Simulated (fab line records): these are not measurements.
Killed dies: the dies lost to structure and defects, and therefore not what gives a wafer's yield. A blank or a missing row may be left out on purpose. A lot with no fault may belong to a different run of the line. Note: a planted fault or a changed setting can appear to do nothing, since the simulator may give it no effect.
Comparing a struck lot with a sound one    flow n5-finfet    17 steps out of a route of 1938
Sound: wafers L281.3, L281.4, L281.6. Struck: wafer L269.1 (L269.2, L269.4, from the same lot, were not struck and are left out); the cause is given at the end.
Per side, at each step with rows, come the tool, then ch with its chambers, and then its first start. Under that, the readings that differ: sound wafers    struck wafers    difference of the means    sigmas: that difference in standard deviations of wafers without a fault.
alike: words and numbers the same on both sides, and readings whose means are apart by under 2 such deviations; not compared: readings that were withheld, readings missing a value for some wafer, numbers with overlapping values and no deviation given by the record, and bounds like >300 which may hide the same value.
The two part at a step that has a row with sigmas, a row that says differs or no value, or rows on one side only. Numbers that don't overlap but have no deviation are shown without sigmas and don't part them. Lack of a reading on every wafer of one side parts them only where that side has two or more wafers.

first, 7 steps without rows for these wafers: N5_BEOL_M9_COAT_60 (time 60 s, resist thk 30 nm); N5_BEOL_M9_COAT_05 (resist thk 90 nm); N5_BEOL_M9_EBR_07; N5_BEOL_M9_SOFTBAKE_06 (time 60 s); N5_BEOL_M9_EXPOSE_08 (exposes mask M9); N5_BEOL_M9_PEB_09 (peb time 60 s); N5_BEOL_M9_DEVELOP_10 (develop time 30 s).
N5_BEOL_M9_CD_MEAS_11: target cd 64.1 nm.
  sound on cd-sem-02 ch 0, day 16 06:58; struck on cd-sem-01 ch 0, day 13 09:39
  alike: cd-nm
N5_BEOL_M9_OVL_MEAS_12:
  sound on overlay-02 ch 0, day 16 07:00; struck on overlay-01 ch 0, day 13 09:41
reading      sound        struck  difference  sigmas
M9_OVL (nm)  1.3 0.5 0.2  -1.6    -2.3        -3
N5_BEOL_M9_INSPECT_13: inspects for defects (brightfield).
  struck on defect-inspect-02, day 13 09:43; sound on defect-inspect-01, day 16 07:02
  alike: raw-defect-count
N5_BEOL_M9_DESCUM_16: chemistry O2, time 7.9 s.
  sound on rie-diel-05 ch 0,1,2, day 16 07:25; struck on rie-diel-05 ch 0, day 13 09:46
reading                sound           struck  difference  sigmas
oes-product-au (a.u.)  0.83 0.86 0.96  0.67    -0.21       -2
  alike: drypump-motor-current-A, rf-vpp-V, showerhead-plenum-p-Torr, throttle-valve-pct
  not compared: rf-hours-counter-h
N5_BEOL_M9_ETCH_61: etches SiARC in CF4, target depth 39 nm, time 65 s.
  sound on rie-diel-05 ch 0,1,2, day 16 07:27; struck on rie-diel-05 ch 0, day 13 09:49
reading                sound           struck  difference  sigmas
etch-rf-on-time-s (s)  65.2 65.0 65.4  67.3    +2.1        +2
oes-product-au (a.u.)  0.70 0.72 0.81  0.57    -0.17       -2
  alike: drypump-motor-current-A, rf-vpp-V, showerhead-plenum-p-Torr, throttle-valve-pct
  not compared: rf-hours-counter-h
N5_BEOL_M9_ETCH_62: etches SOC in N2/H2, target depth 110 nm, overetch 22 nm, time 165 s.
  sound on rie-diel-05 ch 0,1,2, day 16 07:30; struck on rie-diel-05 ch 0, day 13 09:52
reading                                     sound           struck  difference  sigmas
oes-product-au (a.u.)                       0.69 0.72 0.81  0.58    -0.16       -2
model.SiARC_of_BEOL_M9_COAT_60.thk-nm (nm)  23.4 23.6 23.6  21.8    -1.7        
  alike: drypump-motor-current-A, h2-flow-sccm, rf-vpp-V, showerhead-plenum-p-Torr, throttle-valve-pct
  not compared: rf-hours-counter-h, model.BEOL_M9.cd-offset-nm
then, 1 step without rows for these wafers: N5_BEOL_M9_STRIP_68 (strips in N2/H2).
N5_BEOL_M9_STRIP_67: strips in CF4.
  sound on rie-diel-05 ch 0,1,2, day 16 07:39; struck on rie-diel-05 ch 0, day 13 10:00
reading                sound           struck  difference  sigmas
oes-product-au (a.u.)  0.81 0.86 0.95  0.68    -0.19       -2
  alike: drypump-motor-current-A, rf-vpp-V, showerhead-plenum-p-Torr, throttle-valve-pct
  not compared: rf-hours-counter-h
N5_BEOL_M9_HM_OPEN_17: chemistry Cl2/BCl3, target TiN, target depth 20 nm, overetch 6 nm.
  sound on rie-metal-02 ch 0,1, day 16 07:43; struck on rie-metal-01 ch 0, day 13 10:02
reading                          sound      struck  difference                    sigmas
rf-hours-counter-h (h)           - - -      10      no value on the sound wafers  
model.BEOL_M9.cd-offset-nm (nm)  1 0.4 0.4  0.2     -0.4                          
  alike: drypump-motor-current-A, oes-product-au, throttle-valve-pct
N5_BEOL_M9_STRIP_19: strips in O2.
  sound on rie-diel-03 ch 0,3, day 16 07:48; struck on rie-diel-03 ch 2, day 13 10:09
reading                          sound           struck  difference  sigmas
showerhead-plenum-p-Torr (Torr)  2.17 2.16 2.17  1.99    -0.18       -3
  alike: drypump-motor-current-A, oes-product-au, rf-vpp-V, throttle-valve-pct
  not compared: rf-hours-counter-h

## WHERE THEY PART
Last at N5_BEOL_M9_STRIP_19 as far as this record goes, first at N5_BEOL_M9_OVL_MEAS_12.

WHY: the cause the simulator had injected
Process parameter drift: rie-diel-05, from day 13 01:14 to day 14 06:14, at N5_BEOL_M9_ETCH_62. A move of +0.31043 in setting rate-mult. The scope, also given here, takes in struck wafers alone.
